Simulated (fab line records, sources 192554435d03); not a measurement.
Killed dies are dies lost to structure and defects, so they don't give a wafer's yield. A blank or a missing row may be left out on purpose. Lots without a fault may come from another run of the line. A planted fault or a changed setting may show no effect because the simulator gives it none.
One fault seen from 2 desks | flow n5_finfet | each desk has only its own numbers; what lay behind them comes last

THE METROLOGY DESK
What the gauges read, lot by lot, whatever tool the lot ran on: means of the sampled wafers that have a number. A lot is out of limits, marked OUT, if its mean lies more than 4 standard deviations from the usual mean; the brackets give that distance. Of its 11 readings 7 are shown: those that lie furthest out on some lot.
Columns: A = DIBL_N at N5_BEOL_M4_RC_MEAS_101, usual 35.3 mV/V; B = DIBL_P at N5_BEOL_M4_RC_MEAS_101, usual 35 mV/V; C = IOFF_P at N5_BEOL_M4_RC_MEAS_101, usual 0.20 nA/um; D = ION_P at N5_BEOL_M4_RC_MEAS_101, usual 462 uA/um; E = SS_N at N5_BEOL_M4_RC_MEAS_101, usual 71.2 mV/dec; F = VT_P at N5_BEOL_M4_RC_MEAS_101, usual -251 mV; G = cd_nm at N5_PASSIVATION_CD_MEAS_44, usual 40003 nm
lot  | first seen here | A    | B  | C    | D   | E    | F    | G
L510 | day 8 18:04     | 37.2 | 38 | 0.21 | 462 | 72.4 | -254 | 40004
L511 | day 9 03:12     | 38.7 | 39 | 0.24 | 470 | 71.8 | -249 | 39999
L517 | day 10 08:30    | 37.0 | 37 | 0.21 | 464 | 71.7 | -252 | 39999
L518 | day 10 21:14    | 34.7 | 35 | 0.20 | 465 | 70.7 | -250 | 40009
L520 | day 10 21:34    | 34.2 | 34 | 0.15 | 456 | 71.2 | -257 | 40004
L519 | day 11 02:05    | 37.6 | 37 | 0.24 | 458 | 71.9 | -247 | 40002
L523 | day 11 05:06    | 31.0 | 31 | 0.18 | 464 | 70.2 | -246 | 39995
L528 | day 13 09:14    | 32.9 | 32 | 0.17 | 466 | 70.4 | -252 | 40005
L531 | day 13 09:18    | 30.8 | 30 | 0.11 | 449 | 70.0 | -258 | 40003
L532 | day 14 06:27    | 35.8 | 34 | 0.16 | 448 | 71.7 | -257 | 40006
This desk's finding: nothing out of limits on any of the 10 lots.

THE TOOL OWNER'S DESK: pvd_sputter-03
The tool's own readings at N5_PASSIVATION_AL_DEP_21 (deposits Al, target thk 2800 nm, time 170 s): means of the sampled wafers that have a number, for each lot that ran on this tool. A lot is out of limits, marked OUT, if its mean lies more than 4 standard deviations from the usual mean; the brackets give that distance.
Columns: A = throttle_valve_pct at N5_PASSIVATION_AL_DEP_21, usual 29.7 %
lot  | first seen here | A
L511 | day 13 05:22    | 30.6
L518 | day 14 22:20    | 29.5
L520 | day 15 04:28    | 29.6
L528 | day 17 17:46    | 29.3
This desk's finding: nothing out of limits on any of the 4 lots.

PUT TOGETHER
The metrology desk saw nothing out of limits.
The tool owner's desk saw nothing out of limits.

WHAT THE SIMULATOR HAD PUT IN
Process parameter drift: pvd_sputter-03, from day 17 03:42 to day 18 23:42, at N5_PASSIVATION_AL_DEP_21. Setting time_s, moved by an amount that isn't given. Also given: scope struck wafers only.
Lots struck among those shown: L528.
